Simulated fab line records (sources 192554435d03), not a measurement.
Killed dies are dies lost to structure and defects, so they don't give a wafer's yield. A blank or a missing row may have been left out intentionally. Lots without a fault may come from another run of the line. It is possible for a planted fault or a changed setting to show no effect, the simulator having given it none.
fab line records	flow n5Finfet
record: lots: 11	wafers: 28	lastDay: 19
route steps=1938 shown BEOL_M3@1006 BEOL_M4@1021 PASSIVATION@1936
lots that met no fault: from a run of the same line without faults
startH: hours from the record's first day to the start of the lot's first wafer shown	waitH: how many hours have passed since the lot's step before this one	" as in the row above	L1.1+2: several wafers, shown together as one row	- either no value or no given start	* or withheld: withheld	< > ~ a bound
route shown NAME@n: names a module that has steps shown in the file, with the first one's number in the route	usual: average and standard deviation across the fault-free wafers	same: alike in all rows	chamber/n: place in a boat	sites: the reading at each site	_std_site: the values' standard deviation	_edge_site: the outer-site mean with the inner-site mean subtracted	radiusMm: how far each site lies from the wafer's centre	mask NAME#n: copy n	behind: tool/chamber where the wafer was last shaped	hold: why the lot went on hold/how many hours it stayed there/how the hold came to an end	device: transistor that didn't switch, given as n, p or np	end of line: the route-end tests of the same wafers	for a step that has no rows: nothing shown but its recipe	killed: not the wafer's yield, but the dies lost to structure and defects at the first sort	map: a wafer's dies, marking killed ones x, the rest . and places with no die _
set.NAME: the setting that was run; set.NAME@STEP: the one run at that earlier step	model.NAME: the simulator's own value behind a step, which no gauge read
steps of the route over a sample of lots; a table a step, a row a wafer
services: when a tool's chamber went out of use (startH, in hours from the record's first day, below 0 if earlier), for how many hours, and the reason
== steps ==
step: N5_BEOL_M3_SPUTTER_92
recipe: material: Cu	targetThkA: 45	tempC: -20	chamberPressurePa: 0.07	powerW: withheld	timeS: 8.29
usual: throttleValvePct: 30.4/1.1
lot.wafer	tool	chamber	startH	waitH	throttleValvePct
L319.1	pvdSputter-03	-	173.70	0.1	30.9
L319.2	"	-	"	"	30.5
L319.5	"	-	"	"	32.9
L321.1	pvdSputter-03	-	178.62	0.1	30.5
L321.5	"	-	"	"	31.4
L321.6	"	-	"	"	30.2
L322.1	pvdSputter-01	-	180.58	0.1	31.0
L322.3	"	-	"	"	31.2
L322.6	"	-	"	"	29.9
L324.3	pvdSputter-01	-	199.44	0.1	30.3
L324.5	"	-	"	"	31.1
L327.3	pvdSputter-01	-	211.85	0.1	31.1
L327.5	"	-	"	"	30.2
L333.1	pvdSputter-01	-	250.47	0.1	31.0
L333.2	"	-	"	"	31.4
L333.3	"	-	"	"	29.7
L335.2	pvdSputter-02	-	294.69	0.1	28.9
L335.4	"	-	"	"	29.3
L337.1	pvdSputter-02	-	296.61	0.1	28.6
L337.5	"	-	"	"	29.0
L338.2	pvdSputter-02	-	300.42	0.1	29.1
L338.3	"	-	"	"	29.5
L338.6	"	-	"	"	29.4
L339.2	pvdSputter-01	-	303.17	0.1	30.9
L339.3	"	-	"	"	29.7
L339.4	"	-	"	"	31.0
L341.2	pvdSputter-01	-	312.77	0.1	31.1
L341.3	"	-	"	"	31.5
step: N5_BEOL_M3_SPUTTER_94
recipe: material: Cu	targetThkA: 45	tempC: -20	chamberPressurePa: 0.07	powerW: withheld	timeS: 8.29
usual: throttleValvePct: 30.4/1.2
lot.wafer	tool	chamber	startH	waitH	throttleValvePct
L319.1	pvdSputter-03	-	173.92	0.1	31.1
L319.2	"	-	"	"	30.5
L319.5	"	-	"	"	32.6
L321.1	pvdSputter-03	-	178.84	0.1	30.3
L321.5	"	-	"	"	31.4
L321.6	"	-	"	"	30.4
L322.1	pvdSputter-01	-	180.80	0.1	31.0
L322.3	"	-	"	"	31.4
L322.6	"	-	"	"	29.9
L324.3	pvdSputter-01	-	199.66	0.1	30.3
L324.5	"	-	"	"	31.0
L327.3	pvdSputter-01	-	212.07	0.1	31.1
L327.5	"	-	"	"	30.0
L333.1	pvdSputter-01	-	250.69	0.1	31.0
L333.2	"	-	"	"	31.5
L333.3	"	-	"	"	30.1
L335.2	pvdSputter-02	-	294.91	0.1	29.1
L335.4	"	-	"	"	29.1
L337.1	pvdSputter-02	-	296.83	0.1	28.7
L337.5	"	-	"	"	28.9
L338.2	pvdSputter-02	-	300.64	0.1	28.9
L338.3	"	-	"	"	29.3
L338.6	"	-	"	"	29.8
L339.2	pvdSputter-01	-	303.39	0.1	31.4
L339.3	"	-	"	"	30.1
L339.4	"	-	"	"	31.3
L341.2	pvdSputter-01	-	312.99	0.1	31.3
L341.3	"	-	"	"	31.3
step: N5_BEOL_M4_ILD_DEP_00
recipe: material: SiOC	targetThkA: 790	tempC: 350	precursor: DEMS/O2	pressureTorr: 5	rfW: 500	timeS: 15.3
usual: heaterPowerW: 471/70	showerheadPlenumPTorr: 5.702/0.012	throttleValvePct: 11.8/0.39
lot.wafer	tool	chamber	startH	waitH	heaterPowerW	showerheadPlenumPTorr	throttleValvePct
L319.1	pecvd-03	0	175.25	0.0	419	5.712	11.5
L319.2	"	1	"	"	538	5.704	11.3
L319.5	"	1	"	"	533	5.705	11.5
L321.1	pecvd-01	2	180.73	0.0	440	5.715	12.0
L321.5	"	1	"	"	572	5.714	11.8
L321.6	"	0	"	"	564	5.683	12.2
L322.1	pecvd-03	1	182.23	0.0	525	5.702	11.7
L322.3	"	0	"	"	390	5.701	11.6
L322.6	"	0	"	"	402	5.701	11.7
L324.3	pecvd-03	2	201.70	0.0	453	5.709	12.2
L324.5	"	2	"	"	473	5.727	12.1
L327.3	pecvd-03	1	213.40	0.0	492	5.698	11.7
L327.5	"	1	"	"	488	5.701	11.6
L333.1	pecvd-01	2	252.26	0.0	465	5.709	12.0
L333.2	"	0	"	"	507	5.686	12.3
L333.3	"	2	"	"	462	5.718	11.9
L335.2	pecvd-03	1	296.24	0.0	543	5.698	11.6
L335.4	"	1	"	"	527	5.695	11.7
L337.1	pecvd-03	2	298.18	0.0	438	5.715	10.8
L337.5	"	0	"	"	380	5.698	11.7
L338.2	pecvd-03	0	302.01	0.0	346	5.705	11.6
L338.3	"	1	"	"	482	5.699	11.6
L338.6	"	1	"	"	488	5.707	11.6
L339.2	pecvd-03	1	304.73	0.0	542	5.708	11.5
L339.3	"	0	"	"	382	5.709	11.6
L339.4	"	1	"	"	546	5.690	11.5
L341.2	pecvd-02	0	314.32	0.0	415	5.700	12.7
L341.3	"	1	"	"	508	5.705	11.9
step: N5_BEOL_M4_THK_MEAS_01
recipe: reads: SiOC_of_BEOL_M4_ILD_DEP_00
usual: M4_ILD_THK: 79.7/1.1
lot.wafer	tool	chamber	startH	waitH	M4_ILD_THK[nm]
L319.1	filmMetro-01	-	175.31	0.0	77.4
L319.2	"	-	"	"	79.3
L319.5	"	-	"	"	79.5
L321.1	filmMetro-02	-	180.80	0.0	77.9
L321.5	"	-	"	"	80.0
L321.6	"	-	"	"	80.6
L322.1	filmMetro-01	-	182.30	0.0	125.8
L322.3	"	-	"	"	124.5
L322.6	"	-	"	"	78.4
L324.3	filmMetro-01	-	201.77	0.1	127.6
L324.5	"	-	"	"	81.3
L327.3	filmMetro-02	-	213.47	0.1	125.8
L327.5	"	-	"	"	80.4
L333.1	filmMetro-01	-	252.35	0.1	79.7
L333.2	"	-	"	"	81.3
L333.3	"	-	"	"	80.9
L335.2	filmMetro-02	-	296.31	0.1	79.5
L335.4	"	-	"	"	80.8
L337.1	filmMetro-02	-	298.25	0.0	78.9
L337.5	"	-	"	"	79.8
L338.2	filmMetro-01	-	302.08	0.1	79.3
L338.3	"	-	"	"	79.9
L338.6	"	-	"	"	82.2
L339.2	filmMetro-01	-	304.80	0.1	79.2
L339.3	"	-	"	"	78.3
L339.4	"	-	"	"	80.9
L341.2	filmMetro-02	-	314.39	0.1	77.4
L341.3	"	-	"	"	77.9
step: N5_BEOL_M4_HM_DEP_02
recipe: material: TiN	targetThkA: 200	tempC: 25	chamberPressurePa: 0.49996
usual: throttleValvePct: 30.5/1.2
lot.wafer	tool	chamber	startH	waitH	throttleValvePct
L319.1	pvdSputter-02	-	175.73	0.4	29.3
L319.2	"	-	"	"	29.2
L319.5	"	-	"	"	29.3
L321.1	pvdSputter-03	-	181.10	0.2	31.2
L321.5	"	-	"	"	31.1
L321.6	"	-	"	"	32.7
L322.1	pvdSputter-02	-	183.63	1.3	28.7
L322.3	"	-	"	"	29.5
L322.6	"	-	"	"	29.4
L324.3	pvdSputter-02	-	203.46	1.6	29.1
L324.5	"	-	"	"	29.3
L327.3	pvdSputter-01	-	214.93	1.4	30.1
L327.5	"	-	"	"	31.3
L333.1	pvdSputter-03	-	252.46	0.1	32.8
L333.2	"	-	"	"	30.5
L333.3	"	-	"	"	31.0
L335.2	pvdSputter-03	-	297.56	1.2	31.0
L335.4	"	-	"	"	30.5
L337.1	pvdSputter-03	-	300.64	2.3	32.8
L337.5	"	-	"	"	30.5
L338.2	pvdSputter-02	-	303.94	1.8	28.6
L338.3	"	-	"	"	29.2
L338.6	"	-	"	"	29.2
L339.2	pvdSputter-01	-	307.13	2.3	30.9
L339.3	"	-	"	"	31.3
L339.4	"	-	"	"	31.1
L341.2	pvdSputter-02	-	315.22	0.8	28.9
L341.3	"	-	"	"	29.8
step: N5_BEOL_M4_RC_MEAS_101
usual: DIBL_N: 37.2/2.1	DIBL_P: 37.3/2.3	IOFF_N: 0.18/0.041	IOFF_P: 0.24/0.042	ION_N: 680/13	ION_P: 466/7.7	SS_N: 71.8/0.68	SS_P: 73.5/0.66	VT_N: 249/3.6	VT_P: -248/3.4
lot.wafer	tool	chamber	startH	waitH	DIBL_N[mV/V]	DIBL_P[mV/V]	IOFF_N[nA/um]	IOFF_P[nA/um]	ION_N[uA/um]	ION_P[uA/um]	SS_N[mV/dec]	SS_P[mV/dec]	VT_N[mV]	VT_P[mV]
L319.1	prober-01	0	185.02	0.0	34.4	34.0	0.15	0.20	677	472	70.9	73.2	249	-249
L319.2	"	0	"	"	33.4	33.2	0.13	0.17	665	455	70.7	73.0	250	-254
L319.5	"	0	"	"	35.9	36.3	0.18	0.23	684	463	71.7	73.2	245	-247
L321.1	prober-01	0	193.23	0.0	39.2	39.5	0.23	0.27	705	473	71.8	74.0	243	-247
L321.5	"	0	"	"	38.1	37.7	0.19	0.23	689	468	72.9	73.8	248	-252
L321.6	"	0	"	"	39.9	41.7	0.27	0.32	712	482	72.1	74.1	242	-243
L322.6	prober-02	0	203.03	0.8	35.2	31.8	0.11	0.15	652	450	70.9	71.9	257	-256
L324.5	prober-02	0	210.36	0.6	35.9	35.8	0.15	0.22	673	464	71.1	73.9	248	-246
L327.5	prober-02	0	228.64	0.6	33.3	34.3	0.13	0.22	670	473	70.9	73.4	250	-246
L333.1	prober-02	0	261.09	0.0	38.8	39.7	0.18	0.22	674	452	71.9	74.1	250	-254
L333.2	"	0	"	"	36.3	36.9	0.14	0.18	662	447	71.5	73.4	252	-256
L333.3	"	0	"	"	38.8	39.1	0.19	0.21	680	457	72.1	73.1	248	-252
L335.2	prober-01	0	305.43	0.2	39.4	40.3	0.22	0.30	684	479	73.5	74.3	247	-246
L335.4	"	0	"	"	39.5	40.7	0.21	0.31	675	470	72.4	74.2	250	-244
L337.1	prober-01	0	308.36	0.4	37.3	36.5	0.15	0.20	673	461	71.4	73.8	254	-255
L337.5	"	0	"	"	39.4	38.5	0.18	0.23	673	456	72.3	74.2	254	-252
L338.2	prober-02	0	313.11	0.2	38.3	36.8	0.17	0.22	676	462	71.4	73.8	248	-248
L338.3	"	0	"	"	37.0	34.8	0.15	0.20	687	465	71.8	72.7	250	-249
L338.6	"	0	"	"	36.4	35.6	0.15	0.21	677	474	71.5	73.0	250	-249
L339.2	prober-02	0	333.30	0.2	35.5	36.1	0.15	0.19	678	459	71.7	73.9	251	-252
L339.3	"	0	"	"	36.6	37.3	0.17	0.22	667	457	71.9	74.1	248	-249
L339.4	"	0	"	"	38.1	39.4	0.23	0.26	704	473	72.0	74.4	242	-248
L341.2	prober-02	0	336.04	0.2	37.5	36.9	0.18	0.25	675	466	72.0	73.6	251	-249
L341.3	"	0	"	"	38.1	37.8	0.20	0.27	677	463	72.2	74.2	248	-245
step: N5_PASSIVATION_PROBE_49
usual: defectLimitedYield: 91.0/1.6	killed_at_M0_to_M3: 35/11	killed_at_M4_up: 14/5.3	killedAtContacts: 13/6.7	killedAtFrontEnd: 41/12	killedAtOther: 3.9/2.7	killedDies: 106/19	killedOnRim: 14/4	killedOpen: 70/14	killedShort: 35/8.8	sort_bin_4_leakage: 0.01/0.058	sort_bin_5_function: 5.3/1	sort_bin_6_memory: 3.3/0.81	sortNPass: 1073/19	sortYieldPct: 91.0/1.6
same: grossDies: 1180	killedAtBackSide: 0	sort_bin_8_speed[%]: 0
lot.wafer	tool	chamber	startH	waitH	defectLimitedYield[%]	killed_at_M0_to_M3	killed_at_M4_up	killedAtContacts	killedAtFrontEnd	killedAtOther	killedDies	killedOnRim	killedOpen	killedShort	sort_bin_4_leakage[%]	sort_bin_5_function[%]	sort_bin_6_memory[%]	sortNPass	sortYieldPct[%]
L322.1	prober-01	-	319.03	0.0	0	23	1122	8	20	7	1180	152	47	24	0	97.2	2.7	0	0
L322.3	prober-01	-	319.13	0.1	0	38	1092	10	37	3	1180	152	60	40	0	97.0	2.8	0	0
L322.6	prober-01	-	319.28	0.3	92.5	35	13	10	30	1	89	14	55	32	0	4.9	2.4	1091	92.5
L324.3	prober-01	-	324.08	0.1	0	37	1098	7	37	1	1180	152	72	26	0	96.7	3.1	0	0
L324.5	prober-01	-	324.18	0.2	89.7	34	22	6	55	4	121	18	86	34	0	6.4	3.6	1059	89.7
L327.3	prober-01	-	335.41	0.1	0	14	1106	11	40	9	1180	152	63	31	0	97.0	2.8	0	0
L327.5	prober-01	-	335.51	0.2	91.6	11	27	7	48	6	99	14	63	34	0	5.6	2.4	1081	91.6
killed by level:class
L322.1 BEOL_M4:areaDep=1106 BEOL_M4:geometricParticle:open=9 MOL_CONTACT_COAG:geometricParticle:open=8 BEOL_M0_SAQP:geometricParticle:open=8 BEOL_M0_SAQP:geometricParticle:short=7 FIN_SAQP:geometricParticle:short=5 FIN_SAQP:geometricParticle:open=4 STI_FIN_REVEAL:geometricParticle:open=3
L322.3 BEOL_M4:areaDep=1079 BEOL_M0_SAQP:geometricParticle:open=11 FIN_SAQP:geometricParticle:open=9 BEOL_M0_SAQP:geometricParticle:short=9 MOL_CONTACT_COAG:geometricParticle:open=7 FIN_SAQP:geometricParticle:short=6 BEOL_M3:geometricParticle:open=6 STI_FIN_REVEAL:geometricParticle:open=5
L322.6 BEOL_M0_SAQP:geometricParticle:short=10 BEOL_M3:geometricParticle:open=8 FIN_SAQP:geometricParticle:open=7 MOL_CONTACT_COAG:geometricParticle:open=7 BEOL_M0_SAQP:geometricParticle:open=7 BEOL_M4:geometricParticle:open=7 FIN_SAQP:geometricParticle:short=6 STI_FIN_REVEAL:geometricParticle:open=5
L324.3 BEOL_M4:areaDep=1082 STI_FIN_REVEAL:geometricParticle:open=17 BEOL_M0_SAQP:geometricParticle:open=13 BEOL_M2:geometricParticle:open=11 BEOL_M5:geometricParticle:open=10 BEOL_M0_SAQP:geometricParticle:short=6 STI_FIN_REVEAL:geometricParticle:short=4 MOL_CONTACT_COAG:geometricParticle:open=4
L324.5 STI_FIN_REVEAL:geometricParticle:open=21 BEOL_M5:geometricParticle:open=12 BEOL_M2:geometricParticle:open=10 BEOL_M0_SAQP:geometricParticle:short=9 BEOL_M1:geometricParticle:open=7 BEOL_M0_SAQP:geometricParticle:open=6 STI_FIN_REVEAL:geometricParticle:short=5 MOL_CONTACT_COAG:geometricParticle:open=5
L327.3 BEOL_M4:areaDep=1086 STI_FIN_REVEAL:geometricParticle:open=16 MOL_CONTACT_COAG:geometricParticle:open=9 FIN_SAQP:geometricParticle:open=7 BEOL_M0_SAQP:geometricParticle:short=7 BEOL_M4:geometricParticle:open=5 BEOL_M4:geometricParticle:short=5 FIN_SAQP:geometricParticle:short=4
L327.5 BEOL_M4:geometricParticle:open=17 STI_FIN_REVEAL:geometricParticle:open=13 FIN_SAQP:geometricParticle:open=8 BEOL_M4:geometricParticle:short=7 MOL_CONTACT_COAG:geometricParticle:open=6 FIN_SAQP:geometricParticle:short=5 BEOL_M0_SAQP:geometricParticle:short=5 GATE_CUT:geometricParticle:open=4
== services ==
tool	chamber	startH	hours	kind
pecvd-02	-	157.55	0.9	repair
pecvd-03	-	168.63	2.8	repair
pvdSputter-02	-	189.66	6.6	repair
pecvd-03	2	222.84	7.1	repair
pecvd-01	1	223.94	2.1	scheduledDown
pecvd-03	2	229.98	-	clean
pecvd-03	2	229.98	-	consumableReplace:showerhead
pecvd-03	2	229.98	29.0	scheduledDown
pecvd-03	2	229.98	29.0	ventCycle
pecvd-01	1	231.76	22.7	repair
pecvd-02	-	264.28	5.5	pm
pvdSputter-03	-	294.50	0.8	repair
== key ==
firstSign: step: N5_BEOL_M4_THK_MEAS_01	reading: M4_ILD_THK	direction: up	sigmas: 41	usual: 79.7	struck: 125.9
effect: step: N5_PASSIVATION_PROBE_49	reading: killed_at_M4_up	direction: up	sigmas: 99+	usual: 14	struck: 1104
moreKillsBornAt: N5_BEOL_M4_ILD_DEP_00@pecvd-03: 4353
metAt N5_BEOL_M4_ILD_DEP_00
struckLots L322,L324,L327
struckWafers L322.1,L322.3,L324.3,L327.3
laterRowsLeftOut L322.1,L322.3,L324.3,L327.3
notActingAt N5_BEOL_M3_SPUTTER_92,N5_BEOL_M3_SPUTTER_94,N5_BEOL_M4_HM_DEP_02
onsetBetween 175.25 182.23
fault: kind: processParameterDrift	tool: pecvd-03	chamber: -	onsetH: 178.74	steps: N5_BEOL_M4_ILD_DEP_00	channel: timeS	offset: *	shape: step	endH: 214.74	scope: struckWafersOnly	actsIn: *	stated: *
laterRowsLeftOut: the simulator's readings of these wafers behind a module that went badly wrong aren't trusted and aren't shown, but for the sort
